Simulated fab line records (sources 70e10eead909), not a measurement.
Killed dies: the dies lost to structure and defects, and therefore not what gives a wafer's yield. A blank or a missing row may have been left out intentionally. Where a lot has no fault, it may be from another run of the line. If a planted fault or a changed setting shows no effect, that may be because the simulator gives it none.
fab line records ; flow nand-harc
record: lots: 7; wafers: 21; last-day: 31
route steps=1302 shown A_M0@1164 A_M1@1169 END@1302
lots that met no fault: from a run of the same line without faults
start-h: start of the lot's first displayed wafer, in hours after the record's first day ; wait-h: time in hours since the lot's previous step ; " identical to the entry in the row above ; L1.1+2: one row covering several wafers at once ; - either no value or no given start ; * or withheld: withheld ; < > ~ a bound
route shown NAME@n: names a module that has steps shown in the file, with the first one's number in the route ; usual: the fault-free wafers' mean and standard deviation ; same: alike in all rows ; chamber/n: place in a boat ; sites: per-site readings ; _std_site: how widely they spread, as a standard deviation ; _edge_site: outer sites' mean less inner sites' ; radius-mm: for every site, how far away it sits from the centre of the wafer ; mask NAME#n: copy n ; behind: the last tool/chamber to shape the wafer ; hold: why the lot went on hold/how many hours it stayed there/how the hold came to an end ; device: names the non-switching transistor (n, p or np) ; end of line: the tests these same wafers got at the end of their route ; where a step has no rows: the recipe by itself ; killed: dies that structure and defects cost at the first sort, which is not the same as the wafer's yield ; map: a wafer's dies, x killed, . not, _ none there
set.NAME: the run value of the setting; set.NAME@STEP: its run value at that earlier step ; model.NAME: the simulator's own value behind a step, which no gauge read
lots at selected steps of the route; one table per step, one row per wafer
services: from which hour (start-h, from the record's first day; less than 0 if before it) a tool's chamber was out of use, for how many hours, and why
== steps ==
step: NHARC_A_M0_SRD_25
step: NHARC_A_M0_INSPECT_27
usual: raw-defect-count: 543/130
lot.wafer;tool;chamber;start-h;wait-h;raw-defect-count
L617.2;defect-inspect-01;-;531.74;0.0;416
L617.4;defect-inspect-01;-;531.74;0.0;541
L617.6;defect-inspect-01;-;531.74;0.0;451
L618.2;defect-inspect-01;-;566.82;0.0;627
L618.5;defect-inspect-01;-;566.82;0.0;626
L618.6;defect-inspect-01;-;566.82;0.0;607
L623.3;defect-inspect-02;-;618.72;0.0;524
L623.4;defect-inspect-02;-;618.72;0.0;544
L623.6;defect-inspect-02;-;618.72;0.0;472
L627.3;defect-inspect-02;-;633.63;0.0;443
L627.5;defect-inspect-02;-;633.63;0.0;340
L627.6;defect-inspect-02;-;633.63;0.0;424
L628.2;defect-inspect-01;-;665.75;0.0;595
L628.4;defect-inspect-01;-;665.75;0.0;623
L628.5;defect-inspect-01;-;665.75;0.0;787
L632.2;defect-inspect-01;-;698.42;0.0;392
L632.4;defect-inspect-01;-;698.42;0.0;374
L632.6;defect-inspect-01;-;698.42;0.0;374
L631.1;defect-inspect-02;-;705.69;0.0;429
L631.2;defect-inspect-02;-;705.69;0.0;337
L631.3;defect-inspect-02;-;705.69;0.0;465
step: NHARC_A_M0_PRE_CLEAN_31
recipe: time-s: 12; temp-c: 370; rf-power-w: 300; gas: NH3
usual: heater-power-w: 639/67
lot.wafer;tool;chamber;start-h;wait-h;heater-power-w;since-wet-clean-h
L617.2;pecvd-03;1;531.81;0.1;593;153
L617.4;pecvd-03;2;531.81;0.1;516;-
L617.6;pecvd-03;0;531.81;0.1;580;-
L618.2;pecvd-03;0;566.90;0.1;607;7
L618.5;pecvd-03;0;566.90;0.1;601;-
L618.6;pecvd-03;1;566.90;0.1;639;-
L623.3;pecvd-03;2;618.78;0.1;523;59
L623.4;pecvd-03;2;618.78;0.1;500;-
L623.6;pecvd-03;1;618.78;0.1;630;-
L627.3;pecvd-01;0;633.69;0.1;685;128
L627.6;pecvd-01;1;633.69;0.1;677;-
L627.5;pecvd-01;2;633.69;0.1;562;-
L628.2;pecvd-01;1;665.83;0.1;573;161
L628.4;pecvd-01;0;665.83;0.1;726;-
L628.5;pecvd-01;2;665.83;0.1;610;-
L632.2;pecvd-01;2;698.48;0.1;632;12
L632.4;pecvd-01;2;698.48;0.1;615;-
L632.6;pecvd-01;0;698.48;0.1;723;-
L631.1;pecvd-04;1;705.76;0.1;623;62
L631.3;pecvd-04;2;705.76;0.1;756;62
L631.2;pecvd-04;0;705.76;0.1;718;62
step: NHARC_A_M0_DEP_32
recipe: target-thk-a: 300; temp-c: 370; target-thk-nm: 30; pressure-torr: 3; flow-sccm: 200; rf-w: 450; material: SiCN
usual: heater-power-w: 582/62
lot.wafer;tool;chamber;start-h;wait-h;heater-power-w;since-wet-clean-h
L617.2;pecvd-03;1;531.89;0.1;446;153
L617.4;pecvd-03;2;531.89;0.1;447;-
L617.6;pecvd-03;0;531.89;0.1;547;-
L618.2;pecvd-03;0;567.01;0.1;602;7
L618.5;pecvd-03;0;567.01;0.1;597;-
L618.6;pecvd-03;1;567.01;0.1;565;-
L623.3;pecvd-03;2;618.86;0.1;424;59
L623.4;pecvd-03;2;618.86;0.1;414;-
L623.6;pecvd-03;1;618.86;0.1;575;-
L627.3;pecvd-01;0;633.77;0.1;608;129
L627.6;pecvd-01;1;633.77;0.1;559;-
L627.5;pecvd-01;2;633.77;0.1;529;-
L628.2;pecvd-01;1;665.94;0.1;653;161
L628.4;pecvd-01;0;665.94;0.1;631;-
L628.5;pecvd-01;2;665.94;0.1;527;-
L632.2;pecvd-01;2;698.56;0.1;572;12
L632.4;pecvd-01;2;698.56;0.1;560;-
L632.6;pecvd-01;0;698.56;0.1;639;-
L631.1;pecvd-04;1;705.84;0.1;575;62
L631.3;pecvd-04;2;705.84;0.1;652;62
L631.2;pecvd-04;0;705.84;0.1;641;62
step: NHARC_A_M1_DEP_00
recipe: target-thk-a: 1825; target-thk-nm: 182.5; temp-c: withheld; pressure-torr: 5; flow-sccm: 200; rf-w: 600; material: SiOC
step: NHARC_A_M1_DEHYDRATE_01
recipe: temp-c: 150; time-s: 120
step: NHARC_A_M1_HMDS_02
recipe: time-s: 30
step: NHARC_A_M1_COAT_34
recipe: temp-c: 200; time-s: 65
step: NHARC_A_M1_COAT_03
recipe: spin-rpm: 1500; resist-thk-nm: 90
step: NHARC_A_M1_SOFTBAKE_04
recipe: temp-c: 105; time-s: 55
step: NHARC_A_M1_EBR_05
step: NHARC_A_M1_EXPOSE_06
recipe: na: 1.35; target-cd-nm: 120; dose-mj: 75.13; mask-id: A_M1
usual: exposure-dose-mJ-cm2: 75.13/0.08
lot.wafer;tool;chamber;start-h;wait-h;mask;exposure-dose-mJ-cm2
L617.2;arfi-scanner-03;0;533.00;-;A_M1#0;75.07
L617.4;arfi-scanner-03;0;533.00;-;A_M1#0;75.08
L617.6;arfi-scanner-03;0;533.00;-;A_M1#0;75.08
L618.2;arfi-scanner-02;0;568.08;-;A_M1#0;75.13
L618.5;arfi-scanner-02;0;568.08;-;A_M1#0;75.12
L618.6;arfi-scanner-02;0;568.08;-;A_M1#0;75.03
L623.3;arfi-scanner-03;0;619.97;-;A_M1#0;76.82
L623.4;arfi-scanner-03;0;619.97;-;A_M1#0;76.88
L623.6;arfi-scanner-03;0;619.97;-;A_M1#0;76.86
L627.3;arfi-scanner-03;0;635.32;-;A_M1#0;76.50
L627.5;arfi-scanner-03;0;635.32;-;A_M1#0;76.61
L627.6;arfi-scanner-03;0;635.32;-;A_M1#0;76.64
L628.2;arfi-scanner-03;0;666.88;-;A_M1#0;75.77
L628.4;arfi-scanner-03;0;666.88;-;A_M1#0;75.75
L628.5;arfi-scanner-03;0;666.88;-;A_M1#0;75.82
L632.2;arfi-scanner-02;0;699.68;-;A_M1#0;75.18
L632.4;arfi-scanner-02;0;699.68;-;A_M1#0;75.14
L632.6;arfi-scanner-02;0;699.68;-;A_M1#0;75.08
L631.1;arfi-scanner-01;0;706.90;-;A_M1#0;75.17
L631.2;arfi-scanner-01;0;706.90;-;A_M1#0;75.11
L631.3;arfi-scanner-01;0;706.90;-;A_M1#0;75.19
step: NHARC_A_M1_PEB_07
recipe: peb-temp-c: 100; peb-time-s: 65
step: NHARC_END_SORT_01
recipe: temp-c: 25
usual: defect-limited-yield: 91.5/2.7; killed-at-array: 52/19; killed-at-other: 0.9/1.3; killed-at-periphery: 4/3.1; killed-dies: 57/18; killed-open: 3.2/1.7; killed-short: 2.3/1.4; sort_bin_2_pct: 2.9/1.2; sort_bin_3_pct: 0.6/0.42; sort_bin_4_pct: 4.9/1.5; sort-n-pass: 620/18; sort-rim-yield-pct: 93/4.3; sort-yield-pct: 91.5/2.7
same: gross-dies: 677; sort_bin_5_pct[%]: 0; sort_bin_6_pct[%]: 0; sort_bin_7_pct[%]: 0; sort_bin_8_pct[%]: 0; sort-rim-n-gross: 106.00
lot.wafer;tool;chamber;start-h;wait-h;defect-limited-yield[%];killed-at-array;killed-at-other;killed-at-periphery;killed-dies;killed-open;killed-short;sort_bin_2_pct[%];sort_bin_3_pct[%];sort_bin_4_pct[%];sort-n-pass;sort-rim-yield-pct[%];sort-yield-pct[%]
L617.2;prober-01;0;569.59;2.8;91.9;52;0;3;55;3;1;1.8;0.9;5.5;622;96;91.9
L617.4;prober-01;0;571.16;3.4;91.4;53;1;4;58;1;5;4.1;0;4.4;619;94;91.4
L617.6;prober-01;0;572.73;3.9;91.3;54;2;3;59;3;3;2.7;0.4;5.6;618;93;91.3
L618.2;prober-01;0;604.52;2.8;91.3;53;0;6;59;2;3;3.1;0.4;5.2;618;89;91.3
L618.5;prober-01;0;606.92;3.7;89.2;61;4;8;73;5;2;3.7;1.0;6.1;604;93;89.2
L618.6;prober-01;0;607.72;4.0;90.5;53;2;9;64;2;1;3.5;0.4;5.5;613;93;90.5
L623.3;prober-01;0;663.62;3.1;93.9;36;1;4;41;6;2;2.4;0.4;3.2;636;89;93.9
L623.4;prober-01;0;664.41;3.4;91.9;42;5;8;55;5;2;3.4;0.6;4.1;622;94;91.9
L623.6;prober-01;0;665.98;3.9;92.9;42;4;2;48;1;1;2.2;0.1;4.7;629;97;92.9
L627.3;prober-02;0;674.01;3.1;96.2;22;0;4;26;3;2;1.5;0;2.4;651;96;96.2
L627.5;prober-02;0;675.61;3.7;97.8;14;1;0;15;1;2;0.7;0;1.5;662;98;97.8
L627.6;prober-02;0;676.41;4.0;96.9;16;1;4;21;2;3;1.2;0.3;1.6;656;95;96.9
L628.2;prober-01;0;704.60;2.8;85.4;90;0;9;99;5;3;5.8;1.3;7.5;578;89;85.4
L628.4;prober-01;0;706.19;3.4;84.8;97;0;6;103;2;3;6.1;0.6;8.6;574;93;84.8
L628.5;prober-01;0;706.99;3.7;86.1;93;0;1;94;2;0;4.1;1.8;8.0;583;85;86.1
L632.2;prober-01;0;738.90;2.8;93.6;35;1;7;43;6;3;2.2;0.1;4.0;634;91;93.6
L632.4;prober-01;0;740.49;3.4;94.5;27;0;10;37;2;1;2.7;0.3;2.5;640;99;94.5
L632.6;prober-01;0;742.08;4.0;93.9;34;0;7;41;6;1;2.5;0.4;3.1;636;98;93.9
L631.1;prober-01;0;745.87;2.5;92.9;47;0;1;48;1;2;2.5;0.6;4.0;629;95;92.9
L631.2;prober-01;0;746.67;2.8;93.4;37;0;8;45;3;2;2.4;0.6;3.7;632;88;93.4
L631.3;prober-01;0;747.47;3.1;93.2;43;0;3;46;4;1;1.6;0.1;5.0;631;90;93.2
killed by level:class
L617.2 A_CHANNEL_HOLE_D2:chamber-film-flake=38 A_STAIRCASE:chamber-film-flake=4 A_CHANNEL_HOLE_D1:chamber-film-flake=2 A_CHANNEL_FILL_D1:chamber-film-flake=2 A_WL_FILL:chamber-film-flake=2 P_CONTACT:geometric-particle:open=1 P_M0:geometric-particle:open=1 A_ONON_D1:geometric-particle:open=1
L617.4 A_CHANNEL_HOLE_D2:chamber-film-flake=31 A_STAIRCASE:chamber-film-flake=5 A_CHANNEL_HOLE_D1:chamber-film-flake=3 A_CONTACT:chamber-film-flake=3 P_GATE:chamber-film-flake=2 A_ZERO_WELL:chamber-film-flake=2 A_WL_FILL:chamber-film-flake=2 A_CHANNEL_HOLE_D1:geometric-particle:short=1
L617.6 A_CHANNEL_HOLE_D2:chamber-film-flake=32 A_CONTACT:chamber-film-flake=6 A_DECK1_JOINT:chamber-film-flake=4 A_STAIRCASE:chamber-film-flake=3 P_ZERO_WELL:chamber-film-flake=2 A_ZERO_WELL:chamber-film-flake=2 THIN_TSV:chamber-film-flake=2 A_ONON_D1:geometric-particle:short=1
L618.2 A_CHANNEL_HOLE_D1:chamber-film-flake=38 A_CHANNEL_HOLE_D2:chamber-film-flake=7 A_CONTACT:chamber-film-flake=4 P_GATE:chamber-film-flake=3 A_SLIT:chamber-film-flake=2 P_CONTACT:geometric-particle:short=1 P_CONTACT:geometric-particle:open=1 P_M0:geometric-particle:open=1
L618.5 A_CHANNEL_HOLE_D1:chamber-film-flake=39 A_CHANNEL_HOLE_D2:chamber-film-flake=9 A_CONTACT:chamber-film-flake=6 P_GATE:chamber-film-flake=4 THIN_TSV:chamber-film-flake=4 P_ZERO_WELL:chamber-film-flake=2 P_GATE:geometric-particle:short=1 P_M1:geometric-particle:open=1
L618.6 A_CHANNEL_HOLE_D1:chamber-film-flake=41 P_GATE:chamber-film-flake=7 A_CHANNEL_HOLE_D2:chamber-film-flake=6 A_CONTACT:chamber-film-flake=3 P_CONTACT:geometric-particle:open=2 THIN_TSV:chamber-film-flake=2 A_WL_FILL:geometric-particle:short=1 A_ZERO_WELL:chamber-film-flake=1
L623.3 A_SLIT:chamber-film-flake=14 A_CONTACT:chamber-film-flake=6 A_CHANNEL_HOLE_D2:chamber-film-flake=4 A_CHANNEL_FILL_D1:geometric-particle:open=2 A_WL_FILL:geometric-particle:short=2 P_GATE:chamber-film-flake=2 A_CHANNEL_HOLE_D1:chamber-film-flake=2 A_CHANNEL_FILL_D2:chamber-film-flake=2
L623.4 A_SLIT:chamber-film-flake=28 A_CHANNEL_HOLE_D2:chamber-film-flake=6 THIN_TSV:chamber-film-flake=4 A_CHANNEL_HOLE_D1:chamber-film-flake=3 P_CONTACT:geometric-particle:open=2 P_ZERO_WELL:chamber-film-flake=2 A_CONTACT:chamber-film-flake=2 P_GATE:geometric-particle:open=1
L623.6 A_SLIT:chamber-film-flake=28 A_CHANNEL_HOLE_D2:chamber-film-flake=9 THIN_TSV:chamber-film-flake=3 P_GATE:chamber-film-flake=2 A_M0:geometric-particle:short=1 STARTING-WAFER:geometric-particle:open=1 A_CHANNEL_HOLE_D1:chamber-film-flake=1 A_CHANNEL_FILL_D2:chamber-film-flake=1
L627.3 A_CHANNEL_HOLE_D1:chamber-film-flake=5 A_CONTACT:chamber-film-flake=3 P_GATE:chamber-film-flake=2 A_STAIRCASE:chamber-film-flake=2 A_SLIT:chamber-film-flake=2 A_WL_FILL:chamber-film-flake=2 A_M0:chamber-film-flake=2 A_CHANNEL_HOLE_D2:geometric-particle:open=1
L627.5 A_CHANNEL_HOLE_D1:chamber-film-flake=3 A_STAIRCASE:chamber-film-flake=2 A_SLIT:chamber-film-flake=2 A_WL_FILL:chamber-film-flake=2 A_SOURCE_PLATE:geometric-particle:short=1 A_ONON_D1:geometric-particle:open=1 A_CHANNEL_FILL_D1:geometric-particle:short=1 THIN_TSV:chamber-film-flake=1
L627.6 A_CHANNEL_HOLE_D1:chamber-film-flake=4 A_CHANNEL_HOLE_D2:chamber-film-flake=3 A_WL_FILL:chamber-film-flake=2 P_GATE:geometric-particle:short=1 A_CHANNEL_FILL_D1:geometric-particle:short=1 A_CHANNEL_HOLE_D2:geometric-particle:short=1 A_CHANNEL_FILL_D2:geometric-particle:open=1 A_CONTACT:geometric-particle:open=1
L628.2 A_CHANNEL_HOLE_D1:chamber-film-flake=33 A_CHANNEL_HOLE_D2:chamber-film-flake=20 A_STAIRCASE:chamber-film-flake=15 A_SLIT:chamber-film-flake=13 P_GATE:chamber-film-flake=4 P_ZERO_WELL:chamber-film-flake=2 A_SGD_CUT:chamber-film-flake=2 P_CONTACT:geometric-particle:short=1
L628.4 A_CHANNEL_HOLE_D1:chamber-film-flake=33 A_SLIT:chamber-film-flake=29 A_CHANNEL_HOLE_D2:chamber-film-flake=13 A_STAIRCASE:chamber-film-flake=11 P_GATE:chamber-film-flake=4 A_ONON_D1:geometric-particle:open=2 A_SGD_CUT:geometric-particle:short=2 A_CONTACT:chamber-film-flake=2
L628.5 A_CHANNEL_HOLE_D1:chamber-film-flake=34 A_CHANNEL_HOLE_D2:chamber-film-flake=21 A_SLIT:chamber-film-flake=19 A_STAIRCASE:chamber-film-flake=12 A_SGD_CUT:chamber-film-flake=3 A_CHANNEL_FILL_D2:geometric-particle:open=1 A_M0:geometric-particle:open=1 P_GATE:chamber-film-flake=1
L632.2 A_CONTACT:chamber-film-flake=14 A_CHANNEL_HOLE_D1:chamber-film-flake=7 A_SLIT:chamber-film-flake=4 P_BONDPAD:chamber-film-flake=3 A_M0:geometric-particle:open=2 P_GATE:chamber-film-flake=2 P_CONTACT:geometric-particle:open=1 A_ONON_D2:geometric-particle:short=1
L632.4 A_CHANNEL_HOLE_D1:chamber-film-flake=13 A_CONTACT:chamber-film-flake=9 P_GATE:chamber-film-flake=3 A_SLIT:chamber-film-flake=3 P_M1:chamber-film-flake=2 P_BONDPAD:chamber-film-flake=2 P_GATE:geometric-particle:open=1 P_CONTACT:geometric-particle:short=1
L632.6 A_CHANNEL_HOLE_D1:chamber-film-flake=13 A_CONTACT:chamber-film-flake=11 P_GATE:chamber-film-flake=4 A_SLIT:chamber-film-flake=2 P_CONTACT:geometric-particle:open=1 P_M2:geometric-particle:short=1 A_SOURCE_PLATE:geometric-particle:open=1 A_ONON_D1:geometric-particle:open=1
L631.1 A_CHANNEL_HOLE_D2:chamber-film-flake=21 A_CHANNEL_HOLE_D1:chamber-film-flake=10 A_CONTACT:chamber-film-flake=7 A_WL_FILL:chamber-film-flake=3 A_SLIT:chamber-film-flake=2 A_CHANNEL_FILL_D1:geometric-particle:short=1 A_DECK1_JOINT:geometric-particle:open=1 A_CHANNEL_HOLE_D2:geometric-particle:short=1
L631.2 A_CHANNEL_HOLE_D2:chamber-film-flake=17 A_WL_FILL:chamber-film-flake=5 A_CONTACT:chamber-film-flake=5 A_SLIT:chamber-film-flake=4 P_GATE:chamber-film-flake=3 P_M1:chamber-film-flake=2 A_CHANNEL_HOLE_D1:chamber-film-flake=2 P_GATE:geometric-particle:open=1
L631.3 A_CHANNEL_HOLE_D2:chamber-film-flake=13 A_CHANNEL_HOLE_D1:chamber-film-flake=9 A_SLIT:chamber-film-flake=6 A_CONTACT:chamber-film-flake=4 A_DECK1_JOINT:chamber-film-flake=3 A_WL_FILL:chamber-film-flake=3 P_M1:geometric-particle:open=1 A_DECK1_JOINT:geometric-particle:open=1
== services ==
tool;chamber;start-h;hours;kind
arfi-scanner-01;-;530.94;2.1;repair
arfi-scanner-03;-;540.00;4.0;pm
pecvd-03;-;547.25;13.0;pm
pecvd-03;0;547.25;13.0;vent-cycle
pecvd-03;1;547.25;13.0;vent-cycle
pecvd-03;2;547.25;13.0;vent-cycle
pecvd-03;0;560.25;-;clean
pecvd-03;1;560.25;-;clean
pecvd-03;2;560.25;-;clean
pecvd-04;0;561.32;19.9;repair
pecvd-04;2;579.22;6.0;repair
arfi-scanner-03;-;582.17;1.9;repair
arfi-scanner-01;-;601.94;4.0;pm
pecvd-04;-;631.19;13.0;pm
pecvd-04;0;631.19;13.0;vent-cycle
arfi-scanner-02;-;656.00;4.0;pm
pecvd-01;-;673.27;13.0;pm
pecvd-01;0;673.27;13.0;vent-cycle
pecvd-01;1;673.27;13.0;vent-cycle
pecvd-01;2;673.27;13.0;vent-cycle
arfi-scanner-03;-;682.29;21.5;repair
pecvd-01;0;686.27;-;clean
pecvd-01;1;686.27;-;clean
pecvd-01;2;686.27;-;clean
== key ==
first-sign: step: NHARC_A_M1_EXPOSE_06; reading: exposure-dose-mJ-cm2; direction: up; sigmas: 16; usual: 75.13; struck: 76.40
effect none on later readings
met-at NHARC_A_M1_EXPOSE_06
struck-wafers L623.3,L623.4,L623.6,L627.3,L627.5,L627.6,L628.2,L628.4,L628.5
loop-trim: step: NHARC_A_M1_EXPOSE_06; setting: dose; lots: L627,L628
onset-between 533.00 619.97
fault: kind: process-parameter-drift; tool: arfi-scanner-03; chamber: -; onset-h: 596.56; steps: NHARC_A_M1_EXPOSE_06; channel: dose-mj; offset: 1.7248; shape: step; acts-in: these-recipes-only; stated: 75.13
loop-trim: a control loop set the setting to another value than it would have without faults
